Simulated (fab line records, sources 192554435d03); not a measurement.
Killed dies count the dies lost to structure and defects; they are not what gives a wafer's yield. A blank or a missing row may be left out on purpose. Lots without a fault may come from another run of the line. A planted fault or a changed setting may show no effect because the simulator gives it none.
Chamber matching	flow n5Finfet	N5_STI_FIN_REVEAL_ETCH_34 on rieSi-01: 4 sister chambers
The step etches Si in H2, material Si, target depth 0.97 nm. 18 wafers are shown with their chamber, then 9 later ones without.

== EACH WAFER AND ITS CHAMBER ==
wafer	chamber	drypumpMotorCurrentA (A)	throttleValvePct (%)	oesProductAu (a.u.)
L075.2	2	5.3	25.1	0.987
L075.4	0	6.0	25.4	0.991
L075.6	3	5.3	25.6	0.992
L078.1	2	5.3	25.1	0.985
L078.5	3	5.3	25.6	0.986
L078.6	0	6.1	25.4	0.984
L083.2	2	5.4	25.1	0.984
L083.4	0	6.0	25.4	0.982
L083.6	2	5.3	25.1	0.985
L085.1	0	6.0	25.4	0.991
L085.2	2	5.4	25.1	0.991
L085.5	1	6.3	25.2	1.012
L086.2	1	6.3	25.2	0.992
L086.3	0	6.0	25.4	0.978
L086.5	3	5.3	25.7	0.994
L089.1	3	5.3	25.7	0.995
L089.5	3	5.3	25.7	0.994
L089.6	0	6.0	25.4	0.984

SIGNATURES (means of the wafers above)
reading	chamber 0	chamber 1	chamber 2	chamber 3	scatter within a chamber
drypumpMotorCurrentA	6.017	6.300	5.340	5.300	0.0381
throttleValvePct	25.400	25.200	25.100	25.660	0.0293
oesProductAu	0.98500	1.00200	0.98640	0.99220	0.00545
Rule: a wafer lies at a distance from a chamber equal to the root of the sum of squares, over the readings, of (its reading less the chamber's mean, divided by the reading's scatter). If the next closest chamber is less than 2 further off than the closest, the wafer can't be placed; otherwise it belongs to the closest. How the scatter is found: for the shown wafers, subtract from each reading the mean of its chamber, square and add these, divide the total by (wafers less chambers), then take the root.

== WAFERS WITH NO CHAMBER GIVEN ==
wafer	drypumpMotorCurrentA (A)	throttleValvePct (%)	oesProductAu (a.u.)
L093.1	5.4	25.1	0.986
L093.4	5.3	25.7	0.991
L093.6	6.0	25.4	0.981
L094.2	5.3	25.1	0.985
L094.4	5.3	25.7	0.988
L094.5	5.3	25.6	0.984
L095.3	6.1	25.4	0.975
L095.5	6.0	25.4	0.982
L095.6	5.3	25.6	0.987

== CHAMBER TAKEN BY EACH ==
wafer	from the rows above	in truth
L093.1	2	2
L093.4	3	3
L093.6	0	0
L094.2	2	2
L094.4	3	3
L094.5	3	3
L095.3	0	0
L095.5	0	0
L095.6	3	3
9 of 9 placed correctly. From these rows, 0 cannot be placed. Wrongly placed: 0.
